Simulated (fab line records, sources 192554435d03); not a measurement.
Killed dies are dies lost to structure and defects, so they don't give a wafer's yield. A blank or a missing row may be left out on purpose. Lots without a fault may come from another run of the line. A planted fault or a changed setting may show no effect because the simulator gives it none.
fab line records | flow n5_finfet | part 2 of 2: steps 20 to 26 of 26
record lots=5 wafers=15 last_day=19
route steps=1938 shown SDB@353 DUMMY_REMOVAL@377
lots that met no fault: from a run of the same line without faults
start_h: hours from the record's first day to the start of the lot's first wafer shown | wait_h: hours since the lot's step before | " the same as in the row above | L1.1+2: a row that stands for several wafers | - no value, or no start given | * or withheld: withheld | < > ~ a bound
route shown NAME@n: a module of which the file shows steps, and the number in the route of the first | usual: mean/standard deviation of fault-free wafers | same: alike in all rows | chamber/n: place in a boat | sites: the reading at each site | _std_site: their standard deviation | _edge_site: outer sites' mean less inner sites' | radius_mm: how far each site lies from the wafer's centre | mask NAME#n: copy n | behind: the tool/chamber that last shaped the wafer | hold: why the lot was held/for how many hours/how that ended | device: the transistor (n, p or np) that didn't switch | end of line: the same wafers' tests at the end of the route | a step without rows: its recipe alone | killed: dies lost to structure and defects at the first sort, not the wafer's yield | map: a wafer's dies, x killed, . not, _ none there
set.NAME: the setting as run; set.NAME@STEP: as run at that earlier step | model.NAME: the simulator's own value behind a step, which no gauge read
lots at some steps of the route; a table a step, a row a wafer
services: from which hour (start_h, from the record's first day; less than 0 if before it) a tool's chamber was out of use, for how many hours, and why
## steps
# step N5_SDB_SRD_28
# recipe dry=ipa_marangoni time_s=30 temp_c=23 rinse_liquid=diw
# columns lot.wafer tool chamber start_h wait_h
L076.1+4+6 wet_bench-05 0,6,7 80.88 0.0
L078.3+4+5 wet_bench-05 1,6,7 91.64 0.0
L088.3+5+6 wet_bench-06 0,7,6 150.48 0.0
L094.1+4+6 wet_bench-06 1,6,2 187.68 0.0
L095.2+3+6 wet_bench-05 0,1,5 193.91 0.0
# step N5_SDB_ALD_29
# recipe material=SiNx target_thk_a=300 temp_c=400 ald_precursor_family=SiH2I2 ald_co_reactant=N2/H2-plasma pulse_time_s=1 ald_cycles=600 purge_time_s=2 co_reactant_purge_time_s=2 pressure_torr=2
# usual heater_power_w=855/80 precursor_pulse_height_rel=1.000/0.018
# columns lot.wafer tool chamber start_h wait_h heater_power_w precursor_pulse_height_rel
L076.1 ald_sin-04 2 80.93 0.0 765 1.007
L076.4 " 0 " " 893 1.042
L076.6 " 3 82.28 1.4 757 1.011
L078.3 ald_sin-03 3 92.00 0.3 880 0.981
L078.4 " 1 " " 886 0.992
L078.5 " 3 93.35 1.7 873 1.008
L088.3 ald_sin-04 3 150.53 0.0 746 1.021
L088.5 " 1 151.88 1.4 696 1.010
L088.6 " 2 " " 776 0.957
L094.1 ald_sin-02 0 188.23 0.5 822 0.978
L094.4 " 2 " " 837 1.004
L094.6 " 2 189.58 1.9 800 0.987
L095.2 ald_sin-03 1 193.96 0.0 891 0.996
L095.3 " 0 " " 868 1.033
L095.6 " 3 195.31 1.4 861 1.014
# step N5_SDB_CMP_30
# recipe stop_on=poly-Si t_overpolish_s=1.54 post_cmp_clean=alkaline_brush down_force_psi=4.1491 platen_rpm=51.796 pad_velocity_m_s=1.0306 target_thk_nm=30
# usual motor_current_A=12.2/0.72 overpolish_run_s=1.541/0.0094 slurry_filter_dp_kPa=13.50/0.12 slurry_flow_ml_min=150.0/0.46 time_to_endpoint_s=17.0/2
# columns lot.wafer tool chamber start_h wait_h motor_current_A overpolish_run_s slurry_filter_dp_kPa slurry_flow_ml_min time_to_endpoint_s
L076.1 cmp-02 2 83.66 1.4 12.0 1.532 13.45 150.0 16.2
L076.4 " 1 " " 12.0 1.540 13.74 150.9 20.8
L076.6 " 3 " " 12.5 1.543 13.42 150.0 17.2
L078.3 cmp-01 2 94.77 1.4 11.7 1.549 13.38 149.1 16.1
L078.4 " 0 " " 11.7 1.559 13.22 149.6 13.5
L078.5 " 1 " " 12.4 1.552 13.35 149.8 16.3
L088.3 cmp-01 2 153.37 1.5 12.2 1.545 13.53 150.4 19.4
L088.5 " 3 " " 11.4 1.527 13.35 149.3 13.9
L088.6 " 0 " " 12.5 1.547 13.48 149.8 16.1
L094.1 cmp-04 1 191.05 1.5 12.3 1.548 13.37 149.0 18.5
L094.4 " 2 " " 13.1 1.541 13.60 149.5 19.1
L094.6 " 3 " " 15.1 1.536 13.63 150.2 18.5
L095.3 cmp-01 0 196.73 1.4 11.6 1.549 13.56 150.1 16.9
L095.2 " 1 " " 12.4 1.534 13.52 150.0 17.7
L095.6 " 0 " " 13.4 1.541 13.52 149.9 17.0
# step N5_SDB_THK_MEAS_31
# recipe reads=a-Si_of_DUMMY_GATE_CVD_03
# usual SDB_THK=64.0/1
# columns lot.wafer tool chamber start_h wait_h SDB_THK[nm]
L076.1 film_metro-02 - 83.96 - 65.0
L076.4 " - " " 64.4
L076.6 " - " " 65.9
L078.3 film_metro-01 - 95.03 - 66.5
L078.4 " - " " 64.2
L078.5 " - " " 65.5
L088.3 film_metro-01 - 153.56 - 65.1
L088.5 " - " " 65.1
L088.6 " - " " 64.1
L094.1 film_metro-01 - 191.27 - 64.7
L094.4 " - " " 64.9
L094.6 " - " " 66.1
L095.2 film_metro-01 - 196.99 - 64.5
L095.3 " - " " 64.8
L095.6 " - " " 64.6
# step N5_SDB_INSPECT_36
# recipe inspect_instrument=darkfield mode=post_cmp
# usual raw_defect_count=39/21
# columns lot.wafer tool chamber start_h wait_h raw_defect_count
L076.1 defect_inspect-02 - 83.98 0.0 53
L076.4 " - " " 31
L076.6 " - " " 48
L078.3 defect_inspect-02 - 95.06 0.0 33
L078.4 " - " " 47
L078.5 " - " " 29
L088.3 defect_inspect-02 - 153.58 0.0 23
L088.5 " - " " 38
L088.6 " - " " 27
L094.1 defect_inspect-02 - 191.29 0.0 43
L094.4 " - " " 29
L094.6 " - " " 27
L095.2 defect_inspect-01 - 197.01 0.0 9
L095.3 " - " " 23
L095.6 " - " " 21
# step N5_DUMMY_REMOVAL_HM_STRIP_01
# recipe chemistry=CH3F/O2 material=SiNx target_depth_a=40 stop_on=poly-Si time_s=6.8 over_etch_frac=0.3 ion_energy_ev=60 power_w=410 bias_w=29 Ar_flow_sccm=150 CH3F_flow_sccm=30 O2_flow_sccm=20
# usual bias_w=29.00/0.084 drypump_motor_current_A=5.4/0.48 oes_product_au=0.61/0.038 rf_vpp_V=127.7/0.92 showerhead_plenum_p_Torr=2.04/0.063 throttle_valve_pct=16.39/0.21
# columns lot.wafer tool chamber start_h wait_h bias_w drypump_motor_current_A oes_product_au rf_hours_counter_h rf_vpp_V showerhead_plenum_p_Torr throttle_valve_pct
L076.1 rie_diel-01 0 84.02 0.0 28.95 5.5 0.64 120 128.2 2.09 16.05
L076.4 " 2 " " 28.96 4.9 0.64 122 127.7 2.01 16.40
L076.6 " 2 " " 29.02 4.9 0.64 - 127.2 2.01 16.39
L078.3 rie_diel-02 0 95.09 0.0 29.12 5.0 0.58 172 126.8 2.07 16.41
L078.4 " 3 " " 28.96 5.5 0.69 57 128.7 2.11 16.03
L078.5 " 1 " " 28.97 5.0 0.63 - 129.0 2.10 16.09
L088.3 rie_diel-04 0 153.62 0.0 29.18 6.1 0.57 238 129.0 2.05 16.63
L088.5 " 2 " " 28.90 5.5 0.59 - 129.0 1.99 16.43
L088.6 " 3 " " 28.96 5.6 0.62 - 128.0 2.01 16.20
L094.1 rie_diel-01 3 191.33 0.0 29.12 4.6 0.61 174 126.8 2.08 16.20
L094.4 " 0 " " 29.06 5.4 0.62 149 126.9 2.08 16.13
L094.6 " 1 " " 29.05 5.7 0.57 - 126.7 2.06 16.64
L095.2 rie_diel-02 0 197.05 0.0 28.95 5.0 0.57 202 127.4 2.06 16.48
L095.3 " 1 " " 28.91 5.1 0.61 155 127.6 2.09 16.16
L095.6 " 3 " " 28.93 5.5 0.66 - 128.4 2.11 16.08
# step N5_DUMMY_REMOVAL_STRIP_10
# recipe chemistry=N2/H2 time_s=40 power_w=100 temp_c=40 pressure_mtorr=100 rf_frequency_hz=6e+07 bias_power_w=3 n2_flow_sccm=300 h2_flow_sccm=300
# usual bias_power_w=3.000/0.0099 drypump_motor_current_A=5.5/0.47 oes_product_au=0.75/0.05 rf_vpp_V=45.5/0.85 showerhead_plenum_p_Torr=3.44/0.1 throttle_valve_pct=12.30/0.23
# columns lot.wafer tool chamber start_h wait_h bias_power_w drypump_motor_current_A oes_product_au rf_hours_counter_h rf_vpp_V showerhead_plenum_p_Torr throttle_valve_pct
L076.1 rie_diel-01 0 84.05 0.0 2.977 5.5 0.78 120 46.5 3.53 12.00
L076.4 " 2 " " 3.001 5.0 0.79 122 45.0 3.39 12.21
L076.6 " 2 " " 2.991 4.9 0.79 - 45.5 3.39 12.24
L078.3 rie_diel-02 0 95.12 0.0 3.000 5.0 0.70 172 46.1 3.51 12.36
L078.4 " 3 " " 2.982 5.5 0.84 57 45.6 3.57 11.83
L078.5 " 1 " " 3.014 5.1 0.79 - 45.3 3.53 12.01
L088.3 rie_diel-04 0 153.65 0.0 3.012 6.1 0.70 238 44.8 3.47 12.62
L088.5 " 2 " " 3.007 5.5 0.72 - 44.9 3.36 12.34
L088.6 " 3 " " 3.002 5.6 0.77 - 45.3 3.38 12.09
L094.1 rie_diel-01 3 191.36 0.0 3.009 4.7 0.73 174 46.0 3.50 12.10
L094.4 " 0 " " 2.990 5.5 0.74 149 47.4 3.51 12.07
L094.6 " 1 " " 2.993 5.8 0.69 - 46.9 3.47 12.66
L095.2 rie_diel-02 0 197.08 0.0 2.992 5.1 0.69 202 46.4 3.49 12.42
L095.3 " 1 " " 3.009 5.1 0.76 155 46.0 3.51 12.08
L095.6 " 3 " " 2.998 5.5 0.82 - 44.8 3.56 11.90
## services
# columns tool chamber start_h hours kind
rie_si-01 1 57.50 3.5 repair
cmp-01 - 59.45 6.1 repair
plasma_asher-02 - 60.41 7.1 repair
arfi_scanner-01 - 69.08 8.4 repair
arfi_scanner-02 - 71.85 3.9 pm
arfi_scanner-02 - 83.96 0.6 repair
rie_diel-04 3 87.56 2.5 repair
rie_si-03 3 89.36 2.0 repair
rie_si-03 - 95.23 0.8 repair
arfi_scanner-02 - 99.34 1.3 pm
rie_diel-02 0 100.91 6.0 repair
arfi_scanner-01 - 105.80 1.0 pm
rie_si-03 - 110.33 0.7 repair
rie_diel-06 1 110.57 8.0 repair
wet_bench-06 - 115.50 1.6 repair
rie_si-01 - 115.94 0.4 repair
cmp-01 - 131.77 4.0 pm
rie_diel-02 2 137.47 6.3 repair
rie_si-01 0 140.30 7.5 repair
rie_si-01 1 147.26 3.2 repair
cmp-01 - 159.13 2.1 repair
rie_diel-02 3 164.68 12.2 repair
rie_diel-05 2 191.71 1.3 repair
rie_diel-02 - 195.75 0.3 repair
